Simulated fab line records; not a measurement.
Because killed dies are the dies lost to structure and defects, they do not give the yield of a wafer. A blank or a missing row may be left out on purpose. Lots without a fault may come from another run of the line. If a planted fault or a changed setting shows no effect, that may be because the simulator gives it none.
Which tool was responsible?	flow n5-finfet	15 lots, 45 wafers sampled, at 4 steps of a route of 1938

== WHAT THE GAUGES SHOWED, per wafer ==
Not one reading of a measure or inspect step in the record can be checked against a usual standard deviation.

== WHAT TOOL EACH LOT RAN ON (gives the tool, then ch and the chambers of the sampled wafers, and finally the start) ==
lot	N5_BEOL_M7_ETCH_61	N5_BEOL_M7_PEB_26	N5_BEOL_M7_ETCH_72	N5_BEOL_M7_VIA_ETCH_34
L709	rie-diel-03 ch 0,1,3, day 8 20:46	litho-track-01 ch 0, day 8 22:28	rie-diel-05 ch 0,2, day 8 22:57	rie-diel-05 ch 0,2, day 8 23:05
L710	rie-diel-03 ch 0,1,2, day 9 14:32	litho-track-03 ch 0, day 9 16:37	rie-diel-05 ch 2,3, day 9 16:50	rie-diel-05 ch 2,3, day 9 16:59
L711	rie-diel-05 ch 1,2,3, day 9 21:38	litho-track-03 ch 0, day 9 22:20	rie-diel-03 ch 0,1,2, day 9 22:34	rie-diel-03 ch 0,1,2, day 9 22:42
L713	rie-diel-01 ch 1,2, day 9 23:07	litho-track-01 ch 0, day 9 23:47	rie-diel-01 ch 1,2,3, day 10 00:01	rie-diel-01 ch 1,2,3, day 10 00:10
L715	rie-diel-05 ch 0,2,3, day 10 19:27	litho-track-05, day 10 20:18	rie-diel-01 ch 0,2,3, day 10 20:31	rie-diel-01 ch 0,2,3, day 10 20:40
L717	rie-diel-01 ch 0,2,3, day 10 20:10	litho-track-05, day 10 20:51	rie-diel-01 ch 0,2, day 10 21:05	rie-diel-01 ch 0,2, day 10 21:13
L718	rie-diel-01 ch 0,3, day 11 01:59	litho-track-01, day 11 04:43	rie-diel-03 ch 1,2,3, day 11 05:07	rie-diel-03 ch 1,2,3, day 11 05:15
L723	rie-diel-05 ch 2,3, day 12 00:44	litho-track-01 ch 0, day 12 01:45	rie-diel-03 ch 1,2,3, day 12 02:23	rie-diel-03 ch 1,2,3, day 12 02:31
L722	rie-diel-03 ch 0,3, day 12 23:48	litho-track-01 ch 0, day 13 00:53	rie-diel-05 ch 2,3, day 13 01:07	rie-diel-05 ch 2,3, day 13 01:16
L725	rie-diel-05 ch 0,2,3, day 13 07:17	litho-track-05 ch 0, day 13 08:38	rie-diel-01 ch 1,2,3, day 13 08:51	rie-diel-01 ch 1,2,3, day 13 09:00
L727	rie-diel-01 ch 0,2,3, day 13 09:55	litho-track-05 ch 0, day 13 11:41	rie-diel-01 ch 1,2,3, day 13 11:54	rie-diel-01 ch 1,2,3, day 13 12:03
L728	rie-diel-01 ch 0,2, day 13 10:10	litho-track-05 ch 0, day 13 11:49	rie-diel-01 ch 0,2, day 13 12:18	rie-diel-01 ch 0,2, day 13 12:27
L729	rie-diel-01 ch 0,3, day 14 07:59	litho-track-05 ch 0, day 14 11:01	rie-diel-01 ch 1,3, day 14 11:29	rie-diel-01 ch 1,3, day 14 11:38
L730	rie-diel-03 ch 2,3, day 14 12:17	litho-track-05 ch 0, day 14 14:52	rie-diel-01 ch 1,2,3, day 14 15:23	rie-diel-01 ch 1,2,3, day 14 15:32
L732	rie-diel-01 ch 0,1, day 14 12:50	litho-track-01 ch 0, day 14 14:46	rie-diel-01 ch 1,2,3, day 14 14:59	rie-diel-01 ch 1,2,3, day 14 15:08
- N5_BEOL_M7_ETCH_61: etches SiARC in CF4, target depth 45.5 nm, time 75.8 s.
- N5_BEOL_M7_PEB_26: peb time 60 s.
- N5_BEOL_M7_ETCH_72: etches underlayer in N2/H2, target depth 6.5 nm, time 5.2 s.
- N5_BEOL_M7_VIA_ETCH_34: etches SiCOH lowk in C4F6/O2, target depth 125.5 nm, time 50.5 s.

== WHAT THE TOOLS THEMSELVES READ (means of the sampled wafers that have a number; where no wafer has one, the mark that the record gives instead) ==
N5_BEOL_M7_ETCH_61.
lot	tool	cf4-flow-sccm (sccm)	chamber-pressure-mTorr (mTorr)	drypump-motor-current-A (A)	etch-rf-on-time-s (s)	oes-product-au (a.u.)	rf-vpp-V (V)	showerhead-plenum-p-Torr (Torr)	throttle-valve-pct (%)
L709	rie-diel-03	100.01	40.00	5.9	72.1	0.73	184.0	2.12	15.60
L710	rie-diel-03	100.12	40.03	5.5	74.8	0.66	183.5	2.13	15.84
L711	rie-diel-05	99.80	40.00	5.5	75.2	0.75	185.3	2.17	15.30
L713	rie-diel-01	99.99	39.97	5.7	75.5	0.63	183.2	2.05	15.64
L715	rie-diel-05	100.03	39.98	5.9	73.5	0.73	183.1	2.14	15.45
L717	rie-diel-01	100.26	39.99	6.0	76.5	0.66	183.6	2.09	15.57
L718	rie-diel-01	99.92	39.99	6.2	77.3	0.63	183.7	2.08	15.65
L723	rie-diel-05	100.07	40.01	5.6	72.4	0.77	184.3	2.17	15.40
L722	rie-diel-03	99.76	40.01	6.5	71.8	0.77	183.4	2.10	15.30
L725	rie-diel-05	99.83	40.01	5.8	73.3	0.71	184.0	2.13	15.48
L727	rie-diel-01	99.62	40.00	6.0	76.4	0.64	183.2	2.08	15.61
L728	rie-diel-01	99.95	39.96	5.7	77.2	0.67	184.2	2.09	15.56
L729	rie-diel-01	100.08	39.98	6.2	78.6	0.61	182.7	2.08	15.68
L730	rie-diel-03	100.29	40.00	6.0	70.7	0.70	183.7	2.10	15.44
L732	rie-diel-01	99.88	39.97	5.9	76.8	0.66	185.1	2.17	15.63

N5_BEOL_M7_PEB_26.
lot	tool	chill-plate-temp-C (C)	exhaust-pa (Pa)
L709	litho-track-01	22.93	45.2
L710	litho-track-03	23.01	43.8
L711	litho-track-03	23.03	45.0
L713	litho-track-01	23.00	44.1
L715	litho-track-05	-	-
L717	litho-track-05	-	-
L718	litho-track-01	-	-
L723	litho-track-01	22.99	45.4
L722	litho-track-01	23.10	44.8
L725	litho-track-05	23.06	44.9
L727	litho-track-05	22.98	45.1
L728	litho-track-05	22.95	46.0
L729	litho-track-05	22.95	45.2
L730	litho-track-05	22.84	44.3
L732	litho-track-01	23.13	45.2

N5_BEOL_M7_ETCH_72.
lot	tool	chamber-pressure-mTorr (mTorr)	drypump-motor-current-A (A)	etch-rf-on-time-s (s)	oes-product-au (a.u.)	rf-vpp-V (V)	showerhead-plenum-p-Torr (Torr)	throttle-valve-pct (%)
L709	rie-diel-05	30.01	5.9	5.14	0.71	524.7	2.54	17.69
L710	rie-diel-05	30.01	5.7	5.06	0.76	523.7	2.60	17.66
L711	rie-diel-03	30.02	5.5	5.08	0.65	522.8	2.50	18.01
L713	rie-diel-01	29.99	5.9	5.26	0.64	521.0	2.43	17.78
L715	rie-diel-01	29.99	6.0	5.29	0.66	522.2	2.48	17.77
L717	rie-diel-01	29.99	5.9	5.18	0.65	522.6	2.50	17.79
L718	rie-diel-03	30.03	5.4	4.95	0.71	522.1	2.50	17.95
L723	rie-diel-03	30.00	5.4	4.88	0.71	521.3	2.50	17.96
L722	rie-diel-05	29.99	5.6	4.85	0.76	525.3	2.60	17.85
L725	rie-diel-01	29.98	5.9	5.23	0.70	523.4	2.53	17.67
L727	rie-diel-01	30.00	5.9	5.26	0.69	523.6	2.53	17.67
L728	rie-diel-01	29.94	5.8	5.17	0.67	521.9	2.47	17.74
L729	rie-diel-01	30.05	6.1	5.34	0.66	524.9	2.53	17.74
L730	rie-diel-01	30.00	5.9	5.19	0.70	525.5	2.53	17.68
L732	rie-diel-01	30.00	5.9	5.17	0.69	523.2	2.52	17.68

N5_BEOL_M7_VIA_ETCH_34.
lot	tool	chamber-pressure-mTorr (mTorr)	drypump-motor-current-A (A)	oes-product-au (a.u.)	rf-vpp-V (V)	showerhead-plenum-p-Torr (Torr)	throttle-valve-pct (%)
L709	rie-diel-05	30.006	5.9	0.84	659	2.83	20.56
L710	rie-diel-05	30.006	5.7	0.89	671	2.88	20.52
L711	rie-diel-03	29.991	5.5	0.77	663	2.82	21.13
L713	rie-diel-01	29.989	5.9	0.75	644	2.74	20.86
L715	rie-diel-01	30.012	6.0	0.77	657	2.79	20.89
L717	rie-diel-01	30.019	5.9	0.77	677	2.81	20.92
L718	rie-diel-03	30.020	5.4	0.82	666	2.79	20.83
L723	rie-diel-03	30.014	5.4	0.82	666	2.79	20.85
L722	rie-diel-05	29.978	5.6	0.88	667	2.88	20.73
L725	rie-diel-01	30.018	5.9	0.82	648	2.84	20.77
L727	rie-diel-01	29.991	5.9	0.83	648	2.84	20.76
L728	rie-diel-01	30.023	5.7	0.78	668	2.79	20.88
L729	rie-diel-01	29.988	6.1	0.78	634	2.83	20.81
L730	rie-diel-01	30.014	5.9	0.82	648	2.84	20.78
L732	rie-diel-01	30.002	5.9	0.81	648	2.84	20.77

== THE ANSWER, worked out from the rows above alone ==
Rule: what is usual is taken from the lots themselves. Put in order of their means at a reading, lots are off if they are a third of the lots or fewer, leave a main group of 4 or more, and stand apart from it by a gap of 3 or more times the standard deviation of the main group's means; of several such gaps the widest counts. If all means in a main group match to the digits the tables above print for the reading, that group is not used. Also off: a lot with no number at a reading for which 4 or more lots have one. All remaining lots with rows at the step are treated as sound. After the gauges, taken in route order, come the tools' own readings; for these a lot's mean is taken, as printed above. The first step at which some lot is off is used, and at that step the reading that is off furthest; a lot without a number counts as furthest.
Off, at N5_BEOL_M7_PEB_26 on chill-plate-temp-C: L715, L717, L718. Without a number there: L715, L717, L718. The main group: mean 23.00 C, standard deviation 0.075.
If a tool, at that step or one of the process steps before it, ran each lot that is off and ran no sound lot following the first of them, it fits. Not one of the candidates tried fits.

== WHAT THE SIMULATOR HAD PUT IN ==
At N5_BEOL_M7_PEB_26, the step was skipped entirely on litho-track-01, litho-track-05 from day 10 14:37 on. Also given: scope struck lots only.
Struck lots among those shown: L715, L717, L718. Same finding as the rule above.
